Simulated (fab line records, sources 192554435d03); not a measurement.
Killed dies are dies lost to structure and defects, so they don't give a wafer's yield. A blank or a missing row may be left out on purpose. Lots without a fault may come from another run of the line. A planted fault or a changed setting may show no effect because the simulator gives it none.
Problem report in the 8D (eight disciplines) form, filled by code | flow n5_finfet | the parts of the form that need people (team, actions taken, sign-off) are left out

1. THE PROBLEM
spin_speed_rpm at N5_BEOL_M5_COAT_66 reads a mean of 1720.5 rpm on 6 wafers of 2 lots; wafers without a fault read 1500.2 rpm with a standard deviation of 1.3. That is +99 or more standard deviations from the usual mean.
The step: time 60 s, resist thk 12 nm.
First seen on wafer L273.2, day 16 03:28, on litho_track-03. The record holds 33 wafers of 11 lots with a number at this step. Rule for "out", or "out of limits": more than 4 standard deviations from the usual mean. The other wafers with a number count as sound.

2. WHAT IT IS AND WHAT IT IS NOT
question                    | is                     | is not
which readings at this step | spin_speed_rpm         | -
which lots                  | L273, L274             | L252, L253, L254, L255, L261, L262, L263, L264, L275
which wafers of those lots  | all that have a number | -
read on which tools         | litho_track-03         | litho_track-02, litho_track-05
when                        | from day 16 03:28      | up to then (24 sound wafers); but 3 sound wafers of L275 came after

3. SUSPECTS, AND WHAT RULES EACH OUT
Counting: a tool at a process step up to the reading stays a suspect if it ran every lot that is out and no sound lot after the first of them.
- litho_track-03 at N5_BEOL_M5_COAT_66 (time 60 s, resist thk 12 nm): kept. It ran every lot that is out, first L273 (day 16 03:28), and no sound lot after that; its last sound lot up to then is L253 (day 10 11:25). Its own readings are out on those wafers: spin_speed_rpm.
Left after counting: litho_track-03 at N5_BEOL_M5_COAT_66.

4. THE CAUSE (what the simulator had put in)
Process parameter drift: litho_track-03, from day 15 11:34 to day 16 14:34, at N5_BEOL_M5_COAT_66. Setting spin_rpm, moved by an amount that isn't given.
Counting left only this tool.

5. THE CHAIN OF EFFECTS, in route order
Each row: a reading whose mean over the struck wafers that have a number lies more than 3 standard deviations from the usual. Only readings for which the record gives a usual standard deviation are gone through. hours: the time from each lot's start at the first step in this table that gives one to its start at this step, as a median over the lots. sigmas: the change in usual standard deviations.
hours | step               | reading        | usual      | on struck wafers | change | sigmas
0     | N5_BEOL_M5_COAT_66 | spin_speed_rpm | 1500.2 rpm | 1720.5           | +220.3 | +99 or more
The process steps in it:
- N5_BEOL_M5_COAT_66: time 60 s, resist thk 12 nm.
Later measuring or inspecting steps at which every struck wafer that the step has a row for has a number for every such reading, and none has moved that far: N5_BEOL_M5_CD_MEAS_28.

6. WHAT WOULD HAVE CAUGHT IT SOONER
In this record the first reading out of limits was taken at day 16 03:28, 16 hours after the fault began at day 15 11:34.
